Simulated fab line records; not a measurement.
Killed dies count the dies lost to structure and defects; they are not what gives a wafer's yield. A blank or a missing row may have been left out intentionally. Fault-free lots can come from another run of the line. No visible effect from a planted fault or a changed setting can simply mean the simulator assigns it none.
fab line records | flow n5_finfet
[record] lots = 7 wafers = 19 last_day = 17
route steps=1938 shown BEOL_M4@1032 PASSIVATION@1936
lots untouched by any fault: they come from a run of this same line in which no faults occurred
start_h: start of the lot's first displayed wafer, in hours after the record's first day | wait_h: hours from the lot's prior step to this one | " unchanged from the row above | L1.1+2: one row covering several wafers at once | - either no value or no given start | * or withheld: withheld | < > ~ a bound
route shown NAME@n: names a module that has steps shown in the file, with the first one's number in the route | usual: mean/standard deviation of fault-free wafers | same: alike in all rows | chamber/n: place in a boat | sites: the reading at each site | _std_site: standard deviation of those values | _edge_site: the outer-site mean with the inner-site mean subtracted | radius_mm: for every site, how far away it sits from the centre of the wafer | mask NAME#n: copy n | behind: tool/chamber where the wafer was last shaped | hold: why the lot went on hold/how many hours it stayed there/how the hold came to an end | device: the n, p or np transistor that did not switch | end of line: tests of these same wafers at the route's end | step lacking rows: just its recipe | killed: dies lost to structure and defects at the first sort, not the wafer's yield | map: a wafer's dies, marking killed ones x, the rest . and places with no die _
set.NAME: the run value of the setting; set.NAME@STEP: its run value at that earlier step | model.NAME: the simulator's own value behind a step, which no gauge read
lots at some steps of the route; a table a step, a row a wafer
services: when a tool's chamber went out of use (start_h, in hours from the record's first day, below 0 if earlier), for how many hours, and the reason
[[steps]]
[step N5_BEOL_M4_PEB_09]
[recipe] peb_temp_c = 100 peb_time_s = 60 resist = CAR-EUV
[step N5_BEOL_M4_DEVELOP_10]
[recipe] develop_time_s = 30 developer = TMAH resist = CAR-EUV rinse_liquid = surfactant_rinse dry = air_spin dev_temp_c = 23
[step N5_BEOL_M4_CD_MEAS_11]
[recipe] target_cd_nm = 16.79 landing_energy_ev = 500 detector = se_inlens polarity = opening
[usual] cd_nm = 16.72/0.25
// columns lot.wafer tool chamber start_h wait_h cd_nm
L981.1 cd_sem-03 0 169.09 - 16.67
L981.2 " 0 " " 16.63
L981.4 " 0 " " 16.93
L982.4 cd_sem-03 0 197.89 - 16.89
L982.5 " 0 " " 16.79
L982.6 " 0 " " 17.18
L990.1 cd_sem-02 0 230.90 - 16.78
L990.2 " 0 " " 16.40
L989.1 cd_sem-03 0 232.27 - 16.22
L989.5 " 0 " " 16.75
L997.1 cd_sem-01 0 275.33 - 17.37
L997.3 " 0 " " 16.68
L997.4 " 0 " " 16.69
L998.1 cd_sem-01 0 290.27 - 16.67
L998.3 " 0 " " 16.38
L998.6 " 0 " " 16.43
L999.4 cd_sem-02 0 302.66 - 16.65
L999.5 " 0 " " 16.48
L999.6 " 0 " " 16.70
[step N5_BEOL_M4_OVL_MEAS_12]
[recipe] points_per_wafer = 522
[usual] M4_OVL = 0.1/0.84
// columns lot.wafer tool chamber start_h wait_h M4_OVL[nm]
L981.1 overlay-01 0 169.12 0.0 -0.1
L981.2 " 0 " " -0.3
L981.4 " 0 " " 0.4
L982.4 overlay-02 0 197.94 0.0 0.4
L982.5 " 0 " " -0.2
L982.6 " 0 " " 0.6
L990.1 overlay-01 0 230.93 0.0 -0.6
L990.2 " 0 " " -0.4
L989.1 overlay-02 0 232.30 0.0 -1.4
L989.5 " 0 " " -0.9
L997.1 overlay-01 0 275.36 0.0 -0.2
L997.3 " 0 " " 0.0
L997.4 " 0 " " 0.3
L998.1 overlay-01 0 290.30 0.0 0.3
L998.3 " 0 " " 0.2
L998.6 " 0 " " -0.2
L999.4 overlay-01 0 302.71 0.0 -0.1
L999.5 " 0 " " 0.5
L999.6 " 0 " " -0.2
[step N5_BEOL_M4_INSPECT_13]
[recipe] mode = adi inspect_instrument = brightfield
[usual] raw_defect_count = 425/100
// columns lot.wafer tool chamber start_h wait_h raw_defect_count
L981.1 defect_inspect-01 - 169.18 0.1 364
L981.2 " - " " 348
L981.4 " - " " 367
L982.4 defect_inspect-01 - 197.98 0.0 372
L982.5 " - " " 373
L982.6 " - " " 452
L990.1 defect_inspect-01 - 230.99 0.1 533
L990.2 " - " " 600
L989.1 defect_inspect-01 - 232.36 0.1 240
L989.5 " - " " 332
L997.1 defect_inspect-01 - 275.41 0.1 361
L997.3 " - " " 484
L997.4 " - " " 492
L998.1 defect_inspect-02 - 290.35 0.1 343
L998.3 " - " " 450
L998.6 " - " " 386
L999.4 defect_inspect-02 - 302.76 0.0 497
L999.5 " - " " 372
L999.6 " - " " 401
[step N5_BEOL_M4_DESCUM_16]
[recipe] chemistry = O2 time_s = 7 source_power_w = 50 bias_power_w = 20 pressure_mtorr = 20 rf_frequency_hz = 2.712e+07 temp_c = 40 resist = CAR-EUV o2_flow_sccm = 225
[usual] drypump_motor_current_A = 5.7/0.41 oes_product_au = 0.80/0.079 rf_vpp_V = 243.1/1.3 showerhead_plenum_p_Torr = 2.09/0.073 throttle_valve_pct = 20.31/0.19
// columns lot.wafer tool chamber start_h wait_h drypump_motor_current_A oes_product_au rf_hours_counter_h rf_vpp_V showerhead_plenum_p_Torr throttle_valve_pct
L981.1 rie_diel-01 0 169.21 0.0 5.2 0.84 66 245.0 2.21 20.38
L981.2 " 1 " " 5.3 0.71 249 243.2 2.03 20.59
L981.4 " 2 " " 5.6 0.87 46 242.1 2.06 20.32
L982.4 rie_diel-06 1 198.32 0.3 6.3 0.86 32 244.7 2.24 20.37
L982.5 " 2 " " 5.8 0.84 - 243.2 2.10 20.09
L982.6 " 1 " " 6.4 0.88 - 244.6 2.24 20.37
L990.1 rie_diel-06 1 231.59 0.6 6.3 0.85 42 245.3 2.23 20.38
L990.2 " 3 " " 5.1 0.88 66 240.7 2.05 20.48
L989.1 rie_diel-06 0 232.39 0.0 5.2 0.70 223 242.6 2.13 20.03
L989.5 " 1 " " 6.4 0.86 - 244.2 2.23 20.37
L997.1 rie_diel-04 2 275.61 0.2 6.0 0.69 222 243.4 2.08 20.29
L997.3 " 0 " " 6.0 0.76 155 241.4 1.99 20.13
L997.4 " 1 " " 5.9 0.89 22 246.0 2.14 20.37
L998.1 rie_diel-01 2 290.39 0.0 5.6 0.81 97 242.8 2.04 20.39
L998.3 " 0 " " 5.2 0.78 117 244.1 2.20 20.47
L998.6 " 0 " " 5.2 0.78 - 243.3 2.20 20.46
L999.4 rie_diel-04 0 302.79 0.0 6.0 0.75 163 243.6 1.99 20.15
L999.5 " 1 " " 5.8 0.87 - 242.4 2.13 20.39
L999.6 " 2 " " 6.0 0.68 - 242.1 2.08 20.31
[step N5_BEOL_M4_ETCH_74]
[recipe] chemistry = N2/H2 target = underlayer target_depth_a = 65 mask_material = CAR-EUV time_s = 5.2 ion_energy_ev = 200 pressure_mtorr = 30 source_w = 840 bias_w = 150 n2_flow_sccm = 200 h2_flow_sccm = 200 ends = cleared
[usual] drypump_motor_current_A = 5.7/0.41 etch_rf_on_time_s = 5.15/0.17 oes_product_au = 0.69/0.071 rf_vpp_V = 524.0/2.8 showerhead_plenum_p_Torr = 2.54/0.086 throttle_valve_pct = 17.78/0.18
// columns lot.wafer tool chamber start_h wait_h drypump_motor_current_A etch_rf_on_time_s oes_product_au rf_hours_counter_h rf_vpp_V showerhead_plenum_p_Torr throttle_valve_pct
L981.1 rie_diel-01 0 169.25 0.0 5.2 5.07 0.72 66 526.8 2.68 17.79
L981.2 " 1 " " 5.4 4.93 0.60 249 522.9 2.50 18.21
L981.4 " 2 " " 5.6 5.18 0.74 46 522.2 2.47 17.51
L982.4 rie_diel-06 1 198.35 0.0 6.4 5.10 0.77 32 530.1 2.71 17.71
L982.5 " 2 " " 5.8 4.70 0.75 - 526.5 2.58 17.68
L982.6 " 1 " " 6.4 4.97 0.78 - 527.8 2.71 17.67
L990.1 rie_diel-06 1 231.62 0.0 6.3 5.08 0.74 42 531.8 2.71 17.72
L990.2 " 3 " " 5.1 5.22 0.72 66 519.9 2.48 17.88
L989.1 rie_diel-06 0 232.43 0.0 5.2 5.28 0.59 223 527.3 2.61 17.63
L989.5 " 1 " " 6.3 5.03 0.75 - 527.6 2.70 17.71
L997.1 rie_diel-04 2 275.64 0.0 6.0 5.38 0.58 222 525.5 2.52 17.70
L997.3 " 0 " " 5.9 5.27 0.64 155 521.2 2.44 17.68
L997.4 " 1 " " 5.9 5.09 0.76 22 525.5 2.61 17.91
L998.1 rie_diel-01 2 290.42 0.0 5.6 5.20 0.70 97 522.6 2.45 17.60
L998.3 " 0 " " 5.2 5.09 0.68 117 527.7 2.66 17.88
L998.6 " 0 " " 5.2 5.16 0.67 - 528.6 2.66 17.90
L999.4 rie_diel-04 0 302.83 0.0 6.0 5.16 0.64 163 521.3 2.44 17.71
L999.5 " 1 " " 5.8 5.08 0.75 - 526.1 2.61 17.93
L999.6 " 2 " " 6.0 5.36 0.58 - 522.5 2.51 17.69
[step N5_BEOL_M4_ETCH_63]
[recipe] chemistry = CF4 target = SiARC target_depth_a = 156 mask_material = CAR-EUV time_s = 26 ion_energy_ev = 80 pressure_mtorr = 40 source_w = 545 bias_w = 36 Ar_flow_sccm = 100 cf4_flow_sccm = 100 ends = cleared
[step N5_BEOL_M4_ETCH_64]
[recipe] chemistry = N2/H2 target = SOC target_depth_a = 750 overetch_a = 225 mask_material = SiARC temp_c = 40 time_s = 121.9 ion_energy_ev = 200 pressure_mtorr = 30 source_w = 840 bias_w = 150 n2_flow_sccm = 200 h2_flow_sccm = 200
[usual] drypump_motor_current_A = 5.7/0.41 oes_product_au = 0.61/0.057 rf_vpp_V = 523.8/2.4 showerhead_plenum_p_Torr = 2.54/0.086 throttle_valve_pct = 17.73/0.18
// columns lot.wafer tool chamber start_h wait_h drypump_motor_current_A oes_product_au rf_hours_counter_h rf_vpp_V showerhead_plenum_p_Torr throttle_valve_pct
L981.1 rie_diel-01 0 169.29 0.0 5.2 0.64 66 528.9 2.68 17.75
L981.2 " 1 " " 5.4 0.53 249 524.1 2.49 18.16
L981.4 " 2 " " 5.5 0.67 46 522.3 2.47 17.47
L982.4 rie_diel-06 1 198.39 0.0 6.3 0.68 32 527.5 2.71 17.66
L982.5 " 2 " " 5.8 0.63 - 526.0 2.58 17.64
L982.6 " 1 " " 6.3 0.68 - 527.2 2.71 17.66
L990.1 rie_diel-06 1 231.66 0.0 6.4 0.66 42 527.8 2.70 17.67
L990.2 " 3 " " 5.1 0.64 66 520.9 2.47 17.82
L989.1 rie_diel-06 0 232.47 0.0 5.2 0.53 223 526.1 2.61 17.57
L989.5 " 1 " " 6.4 0.65 - 526.4 2.70 17.67
L997.1 rie_diel-04 2 275.69 0.0 6.0 0.53 222 522.3 2.51 17.65
L997.3 " 0 " " 6.0 0.58 155 520.5 2.44 17.65
L997.4 " 1 " " 5.8 0.67 22 525.0 2.61 17.85
L998.1 rie_diel-01 2 290.47 0.0 5.6 0.63 97 521.3 2.45 17.53
L998.3 " 0 " " 5.2 0.59 117 526.5 2.66 17.83
L998.6 " 0 " " 5.1 0.59 - 525.6 2.66 17.85
L999.4 rie_diel-04 0 302.87 0.0 5.9 0.56 163 520.3 2.44 17.66
L999.5 " 1 " " 5.9 0.65 - 526.2 2.61 17.88
L999.6 " 2 " " 6.0 0.52 - 524.1 2.51 17.66
[step N5_BEOL_M4_STRIP_65]
[recipe] chemistry = N2/H2 temp_c = 40 n2_flow_sccm = 200 h2_flow_sccm = 200 rf_frequency_hz = 6e+07
[step N5_BEOL_M4_STRIP_75]
[recipe] chemistry = N2/H2 temp_c = 40 n2_flow_sccm = 200 h2_flow_sccm = 200 rf_frequency_hz = 6e+07
[step N5_BEOL_M4_STRIP_66]
[recipe] chemistry = CF4 resist = SiARC power_w = 300 bias_power_w = 75 pressure_mtorr = 50 cf4_flow_sccm = 150 rf_frequency_hz = 6e+07
[usual] drypump_motor_current_A = 5.7/0.41 oes_product_au = 0.79/0.074 rf_vpp_V = 271.1/1.5 showerhead_plenum_p_Torr = 1.79/0.054 throttle_valve_pct = 13.50/0.15
// columns lot.wafer tool chamber start_h wait_h drypump_motor_current_A oes_product_au rf_hours_counter_h rf_vpp_V showerhead_plenum_p_Torr throttle_valve_pct
L981.1 rie_diel-01 0 169.42 0.0 5.2 0.83 66 272.8 1.88 13.42
L981.2 " 1 " " 5.3 0.69 249 269.8 1.76 13.94
L981.4 " 2 " " 5.6 0.87 46 269.3 1.75 13.32
L982.4 rie_diel-06 1 198.53 0.0 6.3 0.88 32 275.1 1.89 13.37
L982.5 " 2 " " 5.8 0.82 - 272.6 1.82 13.47
L982.6 " 1 " " 6.3 0.87 - 272.3 1.89 13.39
L990.1 rie_diel-06 1 231.80 0.0 6.4 0.85 42 272.1 1.89 13.39
L990.2 " 3 " " 5.0 0.83 66 270.9 1.76 13.62
L989.1 rie_diel-06 0 232.60 0.0 5.2 0.70 223 272.6 1.85 13.52
L989.5 " 1 " " 6.3 0.86 - 272.6 1.89 13.40
L997.1 rie_diel-04 2 275.82 0.0 6.0 0.68 222 269.9 1.79 13.60
L997.3 " 0 " " 5.9 0.75 155 268.9 1.73 13.46
L997.4 " 1 " " 5.8 0.86 22 273.0 1.82 13.34
L998.1 rie_diel-01 2 290.60 0.0 5.6 0.81 97 270.4 1.74 13.46
L998.3 " 0 " " 5.2 0.77 117 272.1 1.87 13.56
L998.6 " 0 " " 5.2 0.77 - 274.7 1.87 13.55
L999.4 rie_diel-04 0 303.00 0.0 5.9 0.74 163 268.4 1.73 13.48
L999.5 " 1 " " 5.9 0.85 - 272.9 1.81 13.36
L999.6 " 2 " " 6.0 0.69 - 273.1 1.79 13.62
[step N5_BEOL_M4_HM_OPEN_17]
[recipe] chemistry = Cl2/BCl3 target_depth_a = 200 overetch_a = 60 target = TiN mask_material = SOC ion_energy_ev = 150 pressure_mtorr = 10 icp_w = 1000 bias_w = 126 Cl2_flow_sccm = 53.25 bcl3_flow_sccm = 21.75 Ar_flow_sccm = 25
[usual] drypump_motor_current_A = 5.8/0.45 oes_product_au = 0.66/0.089 throttle_valve_pct = 22.1/0.3
// columns lot.wafer tool chamber start_h wait_h drypump_motor_current_A oes_product_au rf_hours_counter_h throttle_valve_pct model.SOC_of_BEOL_M4_COAT_61.thk_nm model.BEOL_M4.cd_offset_nm
L981.1 rie_metal-02 0 169.47 0.0 6.6 0.75 17 22.1 52.4 0.4
L981.2 " 1 " " 5.4 0.55 100 22.3 52 -0.2
L981.4 " 1 " " 5.4 0.55 - 22.2 51.8 0
L982.4 rie_metal-03 1 198.60 0.1 5.9 0.67 - 22.2 52.4 0.8
L982.5 " 0 " " 5.5 0.63 - 22.6 52 0.6
L982.6 " 1 " " 5.9 0.66 - 22.2 52.4 0.8
L990.1 rie_metal-03 1 231.85 0.0 5.8 0.66 38 22.2 48.8 0.8
L990.2 " 0 " " 5.5 0.62 59 22.6 52 -0.6
L989.1 rie_metal-03 0 232.64 0.0 5.5 0.62 59 22.6 48 0.6
L989.5 " 1 " " 5.9 0.66 - 22.2 48.6 1
L997.1 rie_metal-03 1 275.86 0.0 5.9 0.67 41 22.2 48.8 0.4
L997.3 " 0 " " 5.5 0.61 - 22.6 52 0
L997.4 " 1 " " 5.9 0.67 - 22.2 52.6 0.4
L998.1 rie_metal-02 0 290.64 0.0 6.6 0.70 29 22.1 52.6 -0.6
L998.3 " 1 " " 5.4 0.53 - 22.3 52 -0.2
L998.6 " 1 " " 5.4 0.54 - 22.3 52 -0.2
L999.4 rie_metal-02 1 303.08 0.1 5.4 0.54 - 22.3 51.8 0
L999.5 " 0 " " 6.6 0.70 - 22.1 52.2 0.4
L999.6 " 1 " " 5.4 0.53 - 22.3 51.8 0
[step N5_BEOL_M4_STRIP_19]
[recipe] chemistry = O2 power_w = 400 temp_c = 40 pressure_mtorr = 30 rf_frequency_hz = 6e+07 bias_power_w = 0 overash_fraction = 0.2 o2_flow_sccm = 225
[usual] drypump_motor_current_A = 5.6/0.42 oes_product_au = 0.81/0.08 rf_vpp_V = 3.7/0.51 showerhead_plenum_p_Torr = 2.09/0.075 throttle_valve_pct = 16.56/0.17
// columns lot.wafer tool chamber start_h wait_h drypump_motor_current_A oes_product_au rf_hours_counter_h rf_vpp_V showerhead_plenum_p_Torr throttle_valve_pct
L981.1 rie_diel-01 1 169.58 0.1 5.3 0.71 249 3.3 2.04 16.91
L981.2 " 3 " " 6.1 0.69 246 3.8 2.04 16.73
L981.4 " 0 " " 5.2 0.84 66 3.6 2.22 16.59
L982.4 rie_diel-01 2 198.75 0.1 5.6 0.86 - 4.1 2.06 16.56
L982.5 " 3 " " 6.1 0.68 - 3.5 2.04 16.74
L982.6 " 0 " " 5.2 0.82 - 4.1 2.21 16.63
L990.1 rie_diel-06 2 231.96 0.1 5.8 0.83 82 4.8 2.10 16.43
L990.2 " 1 " " 6.3 0.85 42 3.1 2.24 16.60
L989.1 rie_diel-06 3 232.88 0.2 5.1 0.88 67 4.0 2.06 16.75
L989.5 " 2 " " 5.8 0.82 - 3.1 2.10 16.44
L997.1 rie_diel-06 0 275.97 0.1 5.2 0.68 237 3.6 2.13 16.42
L997.3 " 2 " " 5.8 0.80 95 3.1 2.09 16.45
L997.4 " 3 " " 5.1 0.85 80 3.7 2.05 16.76
L998.1 rie_diel-01 3 290.75 0.1 6.2 0.92 24 3.8 2.03 16.16
L998.3 " 1 " " 5.3 0.92 16 3.5 2.03 16.47
L998.6 " 0 " " 5.1 0.78 - 3.9 2.20 16.70
L999.4 rie_diel-01 2 303.18 0.1 5.6 0.81 102 3.9 2.04 16.64
L999.5 " 0 " " 5.2 0.77 - 2.9 2.20 16.69
L999.6 " 3 " " 6.1 0.90 - 4.2 2.03 16.17
[step N5_BEOL_M4_RC_MEAS_101]
[usual] DIBL_N = 36.4/2.7 DIBL_P = 36/3.2 IOFF_N = 0.16/0.046 IOFF_P = 0.21/0.055 ION_N = 677/15 ION_P = 464/11 SS_N = 71.5/0.79 SS_P = 73.3/0.93 VT_N = 250/4.1 VT_P = -251/4.4
// columns lot.wafer tool chamber start_h wait_h DIBL_N[mV/V] DIBL_P[mV/V] IOFF_N[nA/um] IOFF_P[nA/um] ION_N[uA/um] ION_P[uA/um] SS_N[mV/dec] SS_P[mV/dec] VT_N[mV] VT_P[mV]
L981.1 prober-01 0 188.78 0.0 38.1 39 0.20 0.30 686 480 72.7 74.1 244 -243
L981.2 " 0 " " 37.1 39 0.20 0.32 686 482 71.5 73.9 241 -240
L981.4 " 0 " " 34.7 34 0.14 0.20 689 469 71.1 72.3 248 -248
L982.4 prober-02 0 207.21 0.5 36.5 36 0.16 0.21 672 460 71.5 73.0 249 -251
L982.5 " 0 " " 34.8 33 0.13 0.17 668 465 71.4 71.8 250 -251
L982.6 " 0 " " 37.0 36 0.17 0.22 686 462 71.7 73.2 248 -248
L990.1 prober-02 0 249.36 0.0 31.1 30 0.11 0.14 661 450 69.8 72.1 251 -256
L990.2 " 0 " " 29.8 29 0.10 0.13 657 454 70.0 71.8 253 -255
L989.1 prober-01 0 251.19 0.0 36.1 37 0.16 0.24 680 476 71.4 73.4 253 -248
L989.5 " 0 " " 34.8 35 0.15 0.24 677 468 70.6 73.6 247 -248
L997.1 prober-02 0 293.05 0.0 38.5 38 0.19 0.24 681 463 71.5 73.9 248 -248
L997.3 " 0 " " 38.0 38 0.19 0.26 679 471 72.1 74.8 245 -246
L997.4 " 0 " " 36.0 35 0.15 0.20 673 455 70.3 73.7 251 -250
L998.1 prober-01 0 298.70 0.0 39.3 39 0.20 0.25 679 464 72.0 73.7 243 -248
L998.3 " 0 " " 38.4 37 0.19 0.23 691 467 71.1 73.3 247 -249
L998.6 " 0 " " 41.9 41 0.26 0.29 695 470 73.3 74.8 243 -247
L999.4 prober-02 0 317.09 0.5 39.8 40 0.23 0.26 692 470 72.3 74.0 245 -246
L999.5 " 0 " " 37.0 37 0.17 0.21 698 472 71.3 73.3 248 -250
L999.6 " 0 " " 40.3 42 0.26 0.30 696 471 73.2 74.7 244 -246
[step N5_PASSIVATION_PROBE_49]
[usual] defect_limited_yield = 91.1/1.4 killed_at_M0_to_M3 = 34/9.7 killed_at_M4_up = 13/5.1 killed_at_contacts = 14/6.3 killed_at_front_end = 40/11 killed_at_other = 3.5/2.7 killed_dies = 105/16 killed_open = 70/12 killed_short = 34/7.8 sort_bin_4_leakage = 0.02/0.13 sort_bin_5_function = 5.2/0.88 sort_bin_6_memory = 3.3/0.7 sort_n_pass = 1074/17 sort_yield_pct = 91.0/1.5
[same] gross_dies = 1180 killed_at_back_side = 0 sort_bin_8_speed[%] = 0
// columns lot.wafer tool chamber start_h wait_h defect_limited_yield[%] killed_at_M0_to_M3 killed_at_M4_up killed_at_contacts killed_at_front_end killed_at_other killed_dies killed_open killed_short sort_bin_4_leakage[%] sort_bin_5_function[%] sort_bin_6_memory[%] sort_n_pass sort_yield_pct[%]
L981.1 prober-01 - 291.78 0.0 90.3 46 6 24 34 4 114 75 39 0 5.7 3.6 1066 90.3
L981.2 prober-01 - 291.83 0.1 91.3 41 14 23 25 0 103 72 30 0 5.6 2.9 1077 91.3
L981.4 prober-01 - 291.93 0.2 92.5 36 14 18 20 0 88 56 30 0 4.8 2.4 1092 92.5
L990.1 prober-01 - 357.41 0.0 90.1 22 15 10 63 7 117 84 33 0 5.5 4.2 1063 90.1
L990.2 prober-01 - 357.46 0.1 88.4 49 12 10 60 6 137 87 47 0 7.2 3.9 1043 88.4
L989.1 prober-02 - 357.42 0.0 91.5 30 9 14 45 2 100 61 37 0 5.0 2.8 1080 91.5
L989.5 prober-02 - 357.62 0.2 91.7 29 13 24 29 3 98 71 27 0 4.8 3.3 1082 91.7
// killed by level:class
L981.1 MOL_CONTACT_COAG:geometric_particle:open=21 BEOL_M0_SAQP:geometric_particle:open=19 BEOL_M0_SAQP:geometric_particle:short=15 BEOL_M2:geometric_particle:open=7 DUMMY_GATE:geometric_particle:open=5 BEOL_M4:geometric_particle:open=5 STARTING-WAFER:geometric_particle:short=5 FIN_SAQP:geometric_particle:open=4
L981.2 MOL_CONTACT_COAG:geometric_particle:open=17 BEOL_M0_SAQP:geometric_particle:open=16 BEOL_M2:geometric_particle:open=9 BEOL_M0_SAQP:geometric_particle:short=7 MOL_CONTACT_COAG:geometric_particle:short=6 BEOL_M4:geometric_particle:open=6 FIN_SAQP:geometric_particle:short=5 BEOL_M3:geometric_particle:open=5
L981.4 MOL_CONTACT_COAG:geometric_particle:open=15 BEOL_M0_SAQP:geometric_particle:short=11 BEOL_M0_SAQP:geometric_particle:open=8 BEOL_M4:geometric_particle:open=6 DUMMY_GATE:geometric_particle:open=5 BEOL_M1:geometric_particle:open=5 FIN_SAQP:geometric_particle:short=4 FIN_SAQP:geometric_particle:open=4
L990.1 FIN_SAQP:geometric_particle:open=19 STI_FIN_REVEAL:geometric_particle:open=19 FIN_SAQP:geometric_particle:short=9 MOL_CONTACT_COAG:geometric_particle:open=9 BEOL_M1:geometric_particle:open=8 BEOL_M0_SAQP:geometric_particle:open=6 BEOL_M4:geometric_particle:open=6 STARTING-WAFER:geometric_particle:open=5
L989.1 FIN_SAQP:geometric_particle:short=10 BEOL_M1:geometric_particle:open=10 MOL_CONTACT_COAG:geometric_particle:open=9 STI_FIN_REVEAL:geometric_particle:open=7 BEOL_M2:geometric_particle:open=6 BEOL_M0_SAQP:geometric_particle:open=6 DUMMY_GATE:geometric_particle:open=5 MOL_CONTACT_COAG:geometric_particle:short=5
L990.2 FIN_SAQP:geometric_particle:open=13 STI_FIN_REVEAL:geometric_particle:open=13 BEOL_M1:geometric_particle:open=13 BEOL_M2:geometric_particle:open=10 MOL_CONTACT_COAG:geometric_particle:open=8 FIN_SAQP:geometric_particle:short=7 GATE_CUT:geometric_particle:short=7 BEOL_M1:geometric_particle:short=7
L989.5 MOL_CONTACT_COAG:geometric_particle:open=20 BEOL_M1:geometric_particle:open=8 BEOL_M4:geometric_particle:open=7 GATE_CUT:geometric_particle:short=6 STI_FIN_REVEAL:geometric_particle:open=5 BEOL_M2:geometric_particle:open=5 BEOL_M3:geometric_particle:open=5 FIN_SAQP:geometric_particle:short=4
[[services]]
// columns tool chamber start_h hours kind
rie_metal-03 0 152.94 18.0 repair
rie_metal-02 - 155.30 1.4 pm
rie_diel-06 3 173.08 5.7 repair
rie_diel-04 3 185.80 9.3 repair
rie_diel-04 1 195.45 - clean
rie_diel-04 1 195.45 - consumable_replace:focus_ring
rie_diel-04 1 195.45 17.4 scheduled_down
rie_diel-04 1 195.45 17.4 vent_cycle
rie_diel-01 3 205.59 - clean
rie_diel-01 3 205.59 - consumable_replace:focus_ring
rie_diel-01 3 205.59 19.6 scheduled_down
rie_diel-01 3 205.59 19.6 vent_cycle
rie_diel-06 - 221.57 2.8 pm
rie_diel-01 1 225.32 - clean
rie_diel-01 1 225.32 - consumable_replace:focus_ring
rie_diel-01 1 225.32 22.4 scheduled_down
rie_diel-01 1 225.32 22.4 vent_cycle
rie_diel-06 - 256.88 0.1 repair
rie_diel-01 - 284.58 0.4 repair
[[key]]
first_sign none at tools or gauges
[model_effect] step = N5_BEOL_M4_HM_OPEN_17 value = SOC_of_BEOL_M4_COAT_61.thk_nm without = 52.15 struck = 48.55
met_at N5_BEOL_M4_HM_OPEN_17
struck_wafers L989.1,L989.5,L990.1,L997.1
onset_between 198.60 231.85
[fault] kind = process_parameter_drift tool = rie_metal-03 chamber = - onset_h = 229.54 steps = N5_BEOL_M4_HM_OPEN_17 channel = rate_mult offset = 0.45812 shape = step end_h = 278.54 scope = struck_wafers_only
